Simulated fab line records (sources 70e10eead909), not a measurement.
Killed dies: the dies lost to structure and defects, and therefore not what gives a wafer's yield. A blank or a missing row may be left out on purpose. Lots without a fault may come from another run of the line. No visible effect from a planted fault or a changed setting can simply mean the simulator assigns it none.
fab line records ; flow nand-harc
record: lots: 7; wafers: 21; last-day: 23
route steps=1159 shown A_BONDPAD@1067 END@1159
lots that met no fault: from a run of the same line without faults
start-h: the number of hours between the record's first day and the start of the first shown wafer of the lot ; wait-h: how many hours have passed since the lot's step before this one ; " as in the row above ; L1.1+2: several wafers, shown together as one row ; - either no value or no given start ; * or withheld: withheld ; < > ~ a bound
route shown NAME@n: a module of which the file shows steps, and the number in the route of the first ; usual: mean/standard deviation of fault-free wafers ; same: alike in all rows ; chamber/n: place in a boat ; sites: the reading at each site ; _std_site: the standard deviation of these ; _edge_site: outer sites' mean less inner sites' ; radius-mm: how far each site lies from the wafer's centre ; mask NAME#n: copy n ; behind: the last tool/chamber to shape the wafer ; hold: the reason the lot was held/the length of the hold in hours/how it ended ; device: whichever transistor did not switch (one of n, p or np) ; end of line: tests of these same wafers at the route's end ; for a step that has no rows: nothing shown but its recipe ; killed: at the first sort, the dies lost to defects and structure; wafer yield is something else ; map: a wafer's dies, marking killed ones x, the rest . and places with no die _
set.NAME: the setting as run; set.NAME@STEP: as run at that earlier step ; model.NAME: the simulator's own value behind a step, which no gauge read
a table for each step, a row for each wafer; lots at some steps of the route
services: when a tool's chamber went out of use (start-h, in hours from the record's first day, below 0 if earlier), for how many hours, and the reason
== steps ==
step: NHARC_A_BONDPAD_SOFTBAKE_04
recipe: temp-c: 125; time-s: 70
step: NHARC_A_BONDPAD_EBR_05
step: NHARC_A_BONDPAD_EXPOSE_06
recipe: na: 0.55; dose-mj: 36.99; mask-id: A_BPAD
step: NHARC_A_BONDPAD_PEB_07
recipe: peb-temp-c: 128; peb-time-s: 80
step: NHARC_A_BONDPAD_DEVELOP_08
recipe: time-s: 50; dev-temp-c: 22
step: NHARC_A_BONDPAD_CD_MEAS_09
recipe: target-cd-nm: 500; landing-energy-ev: 500
usual: cd-nm: 499.6/1.6
lot.wafer;tool;chamber;start-h;wait-h;cd-nm
L336.1;cd-sem-03;0;409.44;-;501.1
L336.4;cd-sem-03;0;409.44;-;500.6
L336.5;cd-sem-03;0;409.44;-;500.1
L338.1;cd-sem-01;0;419.26;-;501.0
L338.2;cd-sem-01;0;419.26;-;502.5
L338.6;cd-sem-01;0;419.26;-;501.5
L340.2;cd-sem-03;0;432.70;-;498.1
L340.3;cd-sem-03;0;432.70;-;498.8
L340.5;cd-sem-03;0;432.70;-;498.4
L351.3;cd-sem-03;0;499.94;-;500.8
L351.5;cd-sem-03;0;499.94;-;503.2
L351.6;cd-sem-03;0;499.94;-;502.1
L352.2;cd-sem-02;0;502.57;-;499.8
L352.4;cd-sem-02;0;502.57;-;500.4
L352.6;cd-sem-02;0;502.57;-;497.5
L350.2;cd-sem-01;0;505.71;-;500.9
L350.3;cd-sem-01;0;505.71;-;501.4
L350.6;cd-sem-01;0;505.71;-;501.1
L353.3;cd-sem-03;0;510.40;-;499.1
L353.5;cd-sem-03;0;510.40;-;497.6
L353.6;cd-sem-03;0;510.40;-;499.7
step: NHARC_A_BONDPAD_OVL_MEAS_35
usual: overlay-x-nm: -1/6.3; overlay-y-nm: 1/7
lot.wafer;tool;chamber;start-h;wait-h;overlay-x-nm;overlay-y-nm
L336.1;overlay-01;-;409.54;-;9;-3
L336.4;overlay-01;-;409.54;-;9;-3
L336.5;overlay-01;-;409.54;-;9;-3
L338.1;overlay-02;-;419.35;-;8;6
L338.2;overlay-02;-;419.35;-;8;6
L338.6;overlay-02;-;419.35;-;8;6
L340.2;overlay-01;-;432.79;-;-6;0
L340.3;overlay-01;-;432.79;-;-6;0
L340.5;overlay-01;-;432.79;-;-7;0
L351.3;overlay-02;-;500.02;-;-9;4
L351.5;overlay-02;-;500.02;-;-9;4
L351.6;overlay-02;-;500.02;-;-9;4
L352.2;overlay-02;-;502.66;-;-3;-5
L352.4;overlay-02;-;502.66;-;-4;-5
L352.6;overlay-02;-;502.66;-;-3;-5
L350.2;overlay-01;-;505.79;-;-10;0
L350.3;overlay-01;-;505.79;-;-10;0
L350.6;overlay-01;-;505.79;-;-11;1
L353.3;overlay-01;-;510.48;-;-5;-13
L353.5;overlay-01;-;510.48;-;-5;-13
L353.6;overlay-01;-;510.48;-;-5;-13
step: NHARC_A_BONDPAD_HARDBAKE_10
recipe: temp-c: 118; time-s: 65
step: NHARC_A_BONDPAD_DESCUM_11
recipe: time-s: 3; o2-flow-sccm: 200; ar-flow-sccm: 0; bias-power-w: 0; chemistry: O2
usual: drypump-motor-current-A: 5.63/0.18; oes-product-au: 1.000/0.0073; rf-vpp-V: 57.9/0.88; showerhead-plenum-p-Torr: 1.96/0.072; throttle-valve-pct: 11.312/0.0085
lot.wafer;tool;chamber;start-h;wait-h;drypump-motor-current-A;oes-product-au;rf-hours-counter-h;rf-vpp-V;showerhead-plenum-p-Torr;throttle-valve-pct
L336.1;rie-diel-03;3;409.67;-;5.50;1.002;0;59.1;1.93;11.303
L336.4;rie-diel-03;0;409.67;-;5.47;0.993;0;59.6;2.01;11.317
L336.5;rie-diel-03;0;409.67;-;5.47;0.985;-;57.0;2.01;11.305
L338.1;rie-diel-03;0;419.48;-;5.47;0.990;1;57.6;2.01;11.330
L338.2;rie-diel-03;2;419.48;-;5.76;1.002;1;59.0;2.03;11.313
L338.6;rie-diel-03;0;419.48;-;5.45;1.004;-;58.4;2.01;11.302
L340.2;rie-diel-03;3;432.91;-;5.50;1.001;2;58.0;1.92;11.312
L340.3;rie-diel-03;2;432.91;-;5.74;1.004;2;57.9;2.03;11.312
L340.5;rie-diel-03;3;432.91;-;5.49;1.002;-;58.8;1.92;11.321
L351.3;rie-diel-03;3;500.16;-;5.50;1.001;4;56.8;1.92;11.315
L351.5;rie-diel-03;1;500.16;-;5.42;0.993;-;57.8;2.01;11.310
L351.6;rie-diel-03;2;500.16;-;5.74;0.990;-;57.9;2.03;11.303
L352.4;rie-diel-03;1;502.78;-;5.44;1.002;4;56.8;2.01;11.300
L352.2;rie-diel-03;3;502.78;-;5.51;1.010;4;57.3;1.92;11.305
L352.6;rie-diel-03;1;502.78;-;5.42;1.009;-;58.9;2.01;11.300
L350.3;rie-diel-03;3;505.93;-;5.50;1.000;4;57.2;1.92;11.309
L350.2;rie-diel-03;0;505.93;-;5.47;0.989;4;57.4;2.01;11.318
L350.6;rie-diel-03;2;505.93;-;5.73;0.995;-;58.3;2.03;11.312
L353.3;rie-diel-01;3;510.61;-;5.78;0.998;2;57.1;1.87;11.310
L353.6;rie-diel-01;2;510.61;-;5.68;1.018;-;57.1;1.82;11.314
L353.5;rie-diel-01;3;510.61;-;5.83;1.006;-;58.1;1.87;11.312
step: NHARC_A_BONDPAD_ETCH_34
recipe: target-depth-a: 600; overetch-a: 180; time-s: 65.91; ion-energy-ev: 200; n2-flow-sccm: 150; h2-flow-sccm: 150; ar-flow-sccm: 0; rf-w: 400; bias-w: 150; chemistry: N2/H2
usual: drypump-motor-current-A: 5.63/0.19; n2-flow-sccm: 150.0/0.42; oes-product-au: 1.000/0.007; rf-vpp-V: 431.9/2.3; showerhead-plenum-p-Torr: 2.09/0.079; throttle-valve-pct: 14.173/0.0087
lot.wafer;tool;chamber;start-h;wait-h;drypump-motor-current-A;n2-flow-sccm;oes-product-au;rf-hours-counter-h;rf-vpp-V;showerhead-plenum-p-Torr;throttle-valve-pct
L336.1;rie-diel-03;1;409.75;0.1;5.47;149.9;1.004;0;433.1;2.15;14.168
L336.4;rie-diel-03;2;409.75;0.1;5.74;150.3;1.009;0;434.5;2.17;14.180
L336.5;rie-diel-03;1;409.75;0.1;5.45;150.5;0.990;-;433.1;2.15;14.163
L338.2;rie-diel-03;3;419.57;0.1;5.48;150.0;0.999;1;429.7;2.05;14.165
L338.1;rie-diel-03;0;419.57;0.1;5.47;150.8;1.000;1;433.3;2.15;14.175
L338.6;rie-diel-03;3;419.57;0.1;5.49;149.6;0.998;-;430.7;2.05;14.165
L340.2;rie-diel-03;3;432.99;0.1;5.48;150.1;0.999;2;430.3;2.05;14.189
L340.3;rie-diel-03;1;432.99;0.1;5.45;150.3;1.003;2;435.0;2.15;14.177
L340.5;rie-diel-03;3;432.99;0.1;5.50;150.3;1.003;-;431.2;2.05;14.162
L351.3;rie-diel-03;3;500.24;0.1;5.50;150.0;1.004;4;430.4;2.05;14.178
L351.5;rie-diel-03;1;500.24;0.1;5.45;150.2;0.993;-;433.2;2.15;14.175
L351.6;rie-diel-03;2;500.24;0.1;5.74;149.6;1.006;-;434.2;2.17;14.193
L352.4;rie-diel-03;1;502.87;0.1;5.45;149.0;1.012;4;434.5;2.15;14.165
L352.2;rie-diel-03;3;502.87;0.1;5.49;150.3;1.004;4;430.7;2.05;14.179
L352.6;rie-diel-03;1;502.87;0.1;5.44;149.6;1.010;-;433.5;2.15;14.174
L350.2;rie-diel-03;1;506.00;0.1;5.44;149.6;0.993;4;432.7;2.15;14.169
L350.3;rie-diel-03;0;506.00;0.1;5.47;150.7;0.992;4;432.9;2.14;14.172
L350.6;rie-diel-03;1;506.00;0.1;5.47;150.0;1.005;-;432.4;2.15;14.158
L353.3;rie-diel-01;1;510.73;0.1;5.98;149.8;1.007;3;434.5;2.20;14.164
L353.6;rie-diel-01;0;510.73;0.1;6.39;150.0;0.991;-;432.5;2.09;14.162
L353.5;rie-diel-01;1;510.73;0.1;5.96;150.4;1.003;-;433.9;2.20;14.172
step: NHARC_A_BONDPAD_ETCH_12
recipe: target-depth-a: 2200; time-s: 110; chf3-flow-sccm: 50; o2-flow-sccm: 10; ar-flow-sccm: 200; rf-w: 500; bias-w: 200; chemistry: CHF3/O2
usual: drypump-motor-current-A: 5.63/0.17; oes-product-au: 0.948/0.023; rf-vpp-V: 371.6/2.2; showerhead-plenum-p-Torr: 2.46/0.086; throttle-valve-pct: 20.572/0.0089
lot.wafer;tool;chamber;start-h;wait-h;drypump-motor-current-A;oes-product-au;rf-hours-counter-h;rf-vpp-V;showerhead-plenum-p-Torr;throttle-valve-pct
L336.4;rie-diel-03;0;-;-;5.45;0.950;0;372.5;2.52;20.574
L336.1;rie-diel-03;2;-;-;5.73;0.985;0;372.7;2.55;20.577
L336.5;rie-diel-03;3;-;-;5.49;0.964;-;370.1;2.42;20.574
L338.2;rie-diel-03;2;-;-;5.77;0.998;1;374.7;2.55;20.546
L338.1;rie-diel-03;3;-;-;5.53;0.958;1;372.1;2.42;20.577
L338.6;rie-diel-03;1;-;-;5.45;0.973;-;373.5;2.52;20.569
L340.2;rie-diel-03;3;-;-;5.50;0.954;2;369.6;2.42;20.572
L340.3;rie-diel-03;0;-;-;5.46;0.954;2;373.0;2.52;20.579
L340.5;rie-diel-03;2;-;-;5.72;0.980;-;373.4;2.55;20.580
L351.3;rie-diel-03;2;-;-;5.73;0.922;4;375.1;2.55;20.564
L351.5;rie-diel-03;2;-;-;5.75;0.932;-;372.9;2.55;20.564
L351.6;rie-diel-03;3;-;-;5.52;0.921;-;370.7;2.41;20.598
L352.4;rie-diel-03;0;-;-;5.49;0.970;4;371.8;2.52;20.583
L352.2;rie-diel-03;1;-;-;5.44;0.957;4;373.3;2.52;20.560
L352.6;rie-diel-03;3;-;-;5.49;0.980;-;370.3;2.41;20.584
L350.3;rie-diel-03;3;-;-;5.51;0.984;4;371.6;2.41;20.568
L350.2;rie-diel-03;2;-;-;5.74;0.968;4;375.2;2.54;20.569
L350.6;rie-diel-03;0;-;-;5.47;0.968;-;374.8;2.52;20.576
L353.3;rie-diel-01;0;-;-;6.36;0.957;3;371.5;2.46;20.561
L353.5;rie-diel-01;1;-;-;5.94;0.982;-;374.0;2.57;20.580
L353.6;rie-diel-01;2;-;-;5.69;0.971;-;368.5;2.29;20.538
step: NHARC_A_BONDPAD_CD_MEAS_13
usual: cd-nm: 499.0/1.8
lot.wafer;tool;chamber;start-h;wait-h;cd-nm
L336.1;cd-sem-02;-;409.99;-;500.7
L336.4;cd-sem-02;-;409.99;-;499.7
L336.5;cd-sem-02;-;409.99;-;499.9
L338.1;cd-sem-01;-;419.79;-;500.5
L338.2;cd-sem-01;-;419.79;-;502.2
L338.6;cd-sem-01;-;419.79;-;501.4
L340.2;cd-sem-02;-;433.23;-;498.6
L340.3;cd-sem-02;-;433.23;-;497.6
L340.5;cd-sem-02;-;433.23;-;497.9
L351.3;cd-sem-02;-;500.47;-;499.6
L351.5;cd-sem-02;-;500.47;-;502.1
L351.6;cd-sem-02;-;500.47;-;502.0
L352.2;cd-sem-02;-;503.10;-;500.0
L352.4;cd-sem-02;-;503.10;-;500.5
L352.6;cd-sem-02;-;503.10;-;497.7
L350.2;cd-sem-02;-;506.23;-;500.7
L350.3;cd-sem-02;-;506.23;-;501.3
L350.6;cd-sem-02;-;506.23;-;500.7
L353.3;cd-sem-03;-;510.96;-;498.6
L353.5;cd-sem-03;-;510.96;-;497.1
L353.6;cd-sem-03;-;510.96;-;498.8
step: NHARC_A_BONDPAD_STRIP_15
recipe: o2-flow-sccm: 500; ar-flow-sccm: 0; bias-w: 0; chemistry: O2
usual: chamber-pressure-mTorr: 60.00/0.056; drypump-motor-current-A: 5.61/0.19; oes-product-au: 0.999/0.0076; rf-vpp-V: 58.0/0.93; showerhead-plenum-p-Torr: 3.63/0.12; throttle-valve-pct: 17.036/0.0092
lot.wafer;tool;chamber;start-h;wait-h;chamber-pressure-mTorr;drypump-motor-current-A;oes-product-au;rf-hours-counter-h;rf-vpp-V;showerhead-plenum-p-Torr;throttle-valve-pct
L336.1;rie-diel-03;1;410.10;0.1;60.02;5.44;0.984;0.5;57.7;3.70;17.043
L336.4;rie-diel-03;2;410.10;0.1;60.02;5.75;0.999;0.5;60.0;3.74;17.042
L336.5;rie-diel-03;3;410.10;0.1;60.01;5.50;1.000;-;56.7;3.55;17.031
L338.2;rie-diel-03;0;419.86;0.1;60.05;5.45;0.997;0.9;58.6;3.70;17.035
L338.1;rie-diel-03;3;419.86;0.1;60.00;5.51;0.999;1.0;57.6;3.55;17.031
L338.6;rie-diel-03;0;419.86;0.1;59.97;5.46;0.984;-;59.4;3.70;17.027
L340.3;rie-diel-03;1;433.32;0.1;59.99;5.42;0.998;1.8;58.8;3.70;17.036
L340.2;rie-diel-03;3;433.32;0.1;60.04;5.50;1.000;1.6;58.0;3.55;17.033
L340.5;rie-diel-03;1;433.32;0.1;59.98;5.45;1.005;-;56.3;3.70;17.042
L351.3;rie-diel-03;0;500.54;0.1;50.61;5.47;0.985;3.7;57.3;3.69;17.031
L351.5;rie-diel-03;0;500.54;0.1;50.57;5.48;0.994;-;57.9;3.69;17.044
L351.6;rie-diel-03;1;500.54;0.1;50.68;5.46;1.001;-;57.9;3.70;17.038
L352.2;rie-diel-03;3;503.17;0.1;50.59;5.50;0.998;4.1;57.9;3.55;17.031
L352.4;rie-diel-03;0;503.17;0.1;50.61;5.48;0.988;4.1;58.0;3.69;17.057
L352.6;rie-diel-03;0;503.17;0.1;50.60;5.48;0.988;-;56.7;3.69;17.034
L350.2;rie-diel-03;0;506.32;0.1;50.58;5.50;0.994;4.4;58.2;3.69;17.030
L350.3;rie-diel-03;1;506.32;0.1;50.56;5.47;0.999;4.3;56.4;3.70;17.032
L350.6;rie-diel-03;0;506.32;0.1;50.56;5.47;0.988;-;58.6;3.69;17.023
L353.3;rie-diel-01;0;511.03;0.1;60.04;6.38;0.990;2.8;59.1;3.61;17.013
L353.5;rie-diel-01;0;511.03;0.1;60.06;6.41;0.996;-;59.5;3.61;17.030
L353.6;rie-diel-01;1;511.03;0.1;59.97;5.94;1.004;-;59.0;3.77;17.034
step: NHARC_A_BONDPAD_ETCH_24
recipe: target-depth-a: 300; over-etch-frac: 0.3; time-s: 72.99; ion-energy-ev: 150; cf4-flow-sccm: 50; n2-flow-sccm: 100; ar-flow-sccm: 150; rf-w: 300; bias-w: 100; chemistry: CF4/N2
usual: drypump-motor-current-A: 5.60/0.18; n2-flow-sccm: 100.0/0.31; oes-product-au: 0.999/0.0078; rf-vpp-V: 315.5/1.6; showerhead-plenum-p-Torr: 2.70/0.082; throttle-valve-pct: 19.795/0.0094
lot.wafer;tool;chamber;start-h;wait-h;drypump-motor-current-A;n2-flow-sccm;oes-product-au;rf-hours-counter-h;rf-vpp-V;showerhead-plenum-p-Torr;throttle-valve-pct
L336.1;rie-diel-03;3;-;-;5.49;100.3;1.012;0.5;314.8;2.64;19.792
L336.4;rie-diel-03;2;-;-;5.74;99.8;0.998;0.5;316.7;2.78;19.787
L336.5;rie-diel-03;3;-;-;5.50;100.0;1.017;-;315.2;2.64;19.785
L338.1;rie-diel-03;1;-;-;5.41;99.9;1.000;1.1;315.5;2.76;19.794
L338.2;rie-diel-03;3;-;-;5.51;100.2;1.004;1.0;314.5;2.64;19.799
L338.6;rie-diel-03;0;-;-;5.46;99.9;1.004;-;317.5;2.75;19.791
L340.3;rie-diel-03;3;-;-;5.50;100.3;0.995;1.6;314.8;2.64;19.788
L340.2;rie-diel-03;0;-;-;5.47;100.2;0.990;1.6;317.1;2.75;19.787
L340.5;rie-diel-03;3;-;-;5.50;99.9;1.000;-;314.4;2.64;19.792
L351.3;rie-diel-03;3;-;-;5.54;100.2;1.011;3.8;315.2;2.64;19.805
L351.6;rie-diel-03;0;-;-;5.45;99.7;0.987;-;315.3;2.75;19.790
L351.5;rie-diel-03;1;-;-;5.43;100.3;0.998;-;316.5;2.75;19.791
L352.4;rie-diel-03;1;-;-;5.44;99.5;0.998;4.1;316.2;2.75;19.797
L352.2;rie-diel-03;3;-;-;5.50;100.3;0.990;4.2;314.3;2.64;19.805
L352.6;rie-diel-03;1;-;-;5.43;100.7;0.998;-;315.8;2.75;19.792
L350.2;rie-diel-03;3;-;-;5.48;100.4;1.000;4.4;314.3;2.64;19.784
L350.3;rie-diel-03;0;-;-;5.46;100.0;0.992;4.4;314.8;2.75;19.806
L350.6;rie-diel-03;3;-;-;5.50;100.4;0.997;-;314.8;2.64;19.804
L353.3;rie-diel-01;3;-;-;5.76;100.0;1.000;2.5;313.2;2.57;19.788
L353.5;rie-diel-01;0;-;-;6.39;100.3;0.999;-;317.6;2.69;19.794
L353.6;rie-diel-01;1;-;-;5.97;99.7;1.010;-;318.0;2.81;19.780
step: NHARC_END_SORT_01
recipe: temp-c: 25
usual: defect-limited-yield: 95.2/1.6; killed-at-array: 28/11; killed-at-other: 0.8/1.3; killed-at-periphery: 3.6/2.5; killed-dies: 32/11; killed-open: 3.0/1.8; killed-short: 2.0/1.5; sort_bin_2_pct: 1.5/0.66; sort_bin_3_pct: 0.25/0.23; sort_bin_4_pct: 3.0/1.1; sort-n-pass: 645/11; sort-rim-yield-pct: 96.0/2.9; sort-yield-pct: 95.2/1.6
same: gross-dies: 677; sort_bin_5_pct[%]: 0; sort_bin_6_pct[%]: 0; sort_bin_7_pct[%]: 0; sort_bin_8_pct[%]: 0; sort-rim-n-gross: 106.00
lot.wafer;tool;chamber;start-h;wait-h;defect-limited-yield[%];killed-at-array;killed-at-other;killed-at-periphery;killed-dies;killed-open;killed-short;sort_bin_2_pct[%];sort_bin_3_pct[%];sort_bin_4_pct[%];sort-n-pass;sort-rim-yield-pct[%];sort-yield-pct[%]
L338.1;prober-02;0;485.12;2.5;98.2;8;0;4;12;4;1;0.3;0.15;1.3;665;98.1;98.2
L338.2;prober-02;0;485.91;2.8;96.8;20;0;2;22;1;1;1.0;0.15;2.1;655;99.1;96.8
L338.6;prober-02;0;489.10;4.0;97.5;12;0;5;17;2;1;0.4;0.15;1.9;660;99.1;97.5
L340.2;prober-02;0;493.69;2.8;97.3;11;3;4;18;2;2;1.2;0.15;1.3;659;99.1;97.3
L340.3;prober-02;0;494.50;3.1;98.1;9;3;1;13;1;1;0.1;0.15;1.6;664;99.1;98.1
L340.5;prober-02;0;496.10;3.7;96.6;18;1;4;23;2;1;1.3;0;2.1;654;97.2;96.6
L352.2;prober-02;0;532.76;2.8;93.6;39;1;3;43;4;1;2.5;0.59;3.2;634;98.1;93.6
L352.4;prober-02;0;534.36;3.4;91.7;52;1;3;56;1;1;3.1;1.03;4.1;621;98.1;91.7
L352.6;prober-02;0;535.95;4.0;93.5;39;1;4;44;3;0;1.8;0;4.7;633;90.6;93.5
L351.3;prober-01;0;532.80;3.1;95.7;27;0;2;29;3;1;1.2;0.30;2.8;648;98.1;95.7
L351.5;prober-01;0;534.42;3.7;96.8;16;0;6;22;1;2;0.9;0.30;2.1;655;91.5;96.8
L351.6;prober-01;0;535.23;4.0;95.0;33;0;1;34;2;2;1.9;0.44;2.7;643;96.2;95.0
L350.2;prober-01;0;540.85;2.8;94.5;35;0;2;37;1;1;1.5;0.74;3.2;640;97.2;94.5
L350.3;prober-01;0;541.66;3.1;95.9;26;0;2;28;1;0;1.8;0.30;2.1;649;99.1;95.9
L350.6;prober-01;0;544.06;4.0;94.8;33;0;2;35;0;1;1.6;0.44;3.1;642;98.1;94.8
killed by level:class
L338.1 A_CHANNEL_HOLE_D1:chamber-film-flake=3 P_GATE:geometric-particle:open=2 P_STI:chamber-film-flake=2 A_SOURCE_PLATE:geometric-particle:open=1 A_ONON_D1:geometric-particle:short=1 A_WL_FILL:geometric-particle:open=1 A_STAIRCASE:chamber-film-flake=1 A_SLIT:chamber-film-flake=1
L338.2 A_STAIRCASE:chamber-film-flake=8 A_CHANNEL_HOLE_D1:chamber-film-flake=5 A_CONTACT:chamber-film-flake=3 P_GATE:geometric-particle:short=1 A_CONTACT:geometric-particle:open=1 P_ZERO_WELL:chamber-film-flake=1 A_ZERO_WELL:chamber-film-flake=1 A_CHANNEL_FILL_D1:chamber-film-flake=1
L338.6 A_CONTACT:chamber-film-flake=4 A_STAIRCASE:chamber-film-flake=3 P_STI:chamber-film-flake=2 A_CHANNEL_HOLE_D1:chamber-film-flake=2 A_ONON_D1:geometric-particle:open=1 A_SGD_CUT:geometric-particle:short=1 A_CONTACT:geometric-particle:open=1 P_ZERO_WELL:chamber-film-flake=1
L340.2 A_STAIRCASE:chamber-film-flake=3 THIN_TSV:chamber-film-flake=3 P_ZERO_WELL:chamber-film-flake=2 A_CHANNEL_HOLE_D1:chamber-film-flake=2 A_CONTACT:chamber-film-flake=2 P_M1:geometric-particle:short=1 A_SOURCE_PLATE:geometric-particle:open=1 A_ONON_D1:geometric-particle:short=1
L340.3 A_CHANNEL_HOLE_D1:chamber-film-flake=3 THIN_TSV:chamber-film-flake=3 A_STAIRCASE:chamber-film-flake=2 A_SLIT:chamber-film-flake=2 A_CONTACT:geometric-particle:open=1 A_M0:geometric-particle:short=1 P_M1:chamber-film-flake=1
L340.5 A_CHANNEL_HOLE_D1:chamber-film-flake=6 A_STAIRCASE:chamber-film-flake=5 A_ONON_D1:geometric-particle:open=2 P_STI:chamber-film-flake=2 A_CONTACT:chamber-film-flake=2 A_CHANNEL_FILL_D1:geometric-particle:short=1 P_ZERO_WELL:chamber-film-flake=1 P_GATE:chamber-film-flake=1
L352.2 A_SLIT:chamber-film-flake=17 A_CHANNEL_HOLE_D1:chamber-film-flake=14 A_STAIRCASE:chamber-film-flake=4 P_M2:chamber-film-flake=2 P_M0:geometric-particle:open=1 A_ONON_D1:geometric-particle:open=1 A_CHANNEL_FILL_D1:geometric-particle:open=1 A_CONTACT:geometric-particle:short=1
L351.3 A_CHANNEL_HOLE_D1:chamber-film-flake=15 A_STAIRCASE:chamber-film-flake=5 A_M1:chamber-film-flake=2 P_M0:geometric-particle:short=1 P_M2:geometric-particle:open=1 A_SOURCE_PLATE:geometric-particle:open=1 A_CONTACT:geometric-particle:open=1 A_CHANNEL_FILL_D1:chamber-film-flake=1
L352.4 A_CHANNEL_HOLE_D1:chamber-film-flake=26 A_SLIT:chamber-film-flake=16 A_CONTACT:chamber-film-flake=5 A_STAIRCASE:chamber-film-flake=4 P_M2:chamber-film-flake=2 P_M1:geometric-particle:open=1 A_M0:geometric-particle:short=1 THIN_TSV:chamber-film-flake=1
L351.5 A_CHANNEL_HOLE_D1:chamber-film-flake=9 P_M1:chamber-film-flake=2 A_STAIRCASE:chamber-film-flake=2 A_CONTACT:chamber-film-flake=2 P_GATE:geometric-particle:open=1 P_M1:geometric-particle:short=1 A_WL_FILL:geometric-particle:short=1 P_STI:chamber-film-flake=1
L351.6 A_CHANNEL_HOLE_D1:chamber-film-flake=18 A_STAIRCASE:chamber-film-flake=6 A_M1:chamber-film-flake=3 A_SOURCE_PLATE:geometric-particle:short=1 A_CHANNEL_FILL_D1:geometric-particle:open=1 A_CONTACT:geometric-particle:open=1 A_CONTACT:geometric-particle:short=1 P_GATE:chamber-film-flake=1
L352.6 A_SLIT:chamber-film-flake=19 A_CHANNEL_HOLE_D1:chamber-film-flake=12 A_CONTACT:chamber-film-flake=5 P_M2:chamber-film-flake=3 P_GATE:geometric-particle:open=1 A_CONTACT:geometric-particle:open=1 A_M1:geometric-particle:open=1 A_STAIRCASE:chamber-film-flake=1
L350.2 A_SLIT:chamber-film-flake=22 A_CHANNEL_HOLE_D1:chamber-film-flake=5 A_CONTACT:chamber-film-flake=3 A_ZERO_WELL:chamber-film-flake=2 A_STAIRCASE:chamber-film-flake=2 P_M0:geometric-particle:open=1 A_SOURCE_PLATE:geometric-particle:short=1 P_M1:chamber-film-flake=1
L350.3 A_SLIT:chamber-film-flake=16 A_STAIRCASE:chamber-film-flake=4 A_CONTACT:chamber-film-flake=3 A_CHANNEL_HOLE_D1:chamber-film-flake=2 P_ZERO_WELL:geometric-particle:open=1 P_M1:chamber-film-flake=1 A_WL_FILL:chamber-film-flake=1
L350.6 A_SLIT:chamber-film-flake=24 A_CHANNEL_HOLE_D1:chamber-film-flake=7 A_STAIRCASE:chamber-film-flake=2 P_M2:geometric-particle:short=1 P_M1:chamber-film-flake=1
== services ==
tool;chamber;start-h;hours;kind
rie-diel-03;-;392.30;9.0;pm
rie-diel-03;0;392.30;9.0;vent-cycle
rie-diel-03;1;392.30;9.0;vent-cycle
rie-diel-03;2;392.30;9.0;vent-cycle
rie-diel-03;3;392.30;9.0;vent-cycle
rie-diel-03;0;401.30;-;clean
rie-diel-03;1;401.30;-;clean
rie-diel-03;2;401.30;-;clean
rie-diel-03;3;401.30;-;clean
rie-diel-01;-;405.05;9.7;repair
rie-diel-03;0;425.80;-;clean
rie-diel-03;1;425.80;-;clean
rie-diel-03;2;425.80;-;clean
rie-diel-03;3;425.80;-;clean
rie-diel-01;1;438.10;3.6;repair
rie-diel-03;0;450.30;-;clean
rie-diel-03;1;450.30;-;clean
rie-diel-03;2;450.30;-;clean
rie-diel-03;3;450.30;-;clean
rie-diel-03;0;474.80;-;clean
rie-diel-03;1;474.80;-;clean
rie-diel-03;2;474.80;-;clean
rie-diel-03;3;474.80;-;clean
rie-diel-01;-;491.99;9.0;pm
== key ==
first-sign: step: NHARC_A_BONDPAD_STRIP_15; reading: chamber-pressure-mTorr; direction: down; sigmas: 99+; usual: 60.00; struck: 50.59
effect none on later readings
met-at NHARC_A_BONDPAD_STRIP_15
struck-wafers L350.2,L350.3,L350.6,L351.3,L351.5,L351.6,L352.2,L352.4,L352.6
onset-between 433.32 500.54
fault: kind: process-parameter-drift; tool: rie-diel-03; chamber: -; onset-h: 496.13; steps: NHARC_A_BONDPAD_STRIP_15; channel: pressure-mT; offset: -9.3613; shape: step; end-h: 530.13; acts-in: these-recipes-only; stated: 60
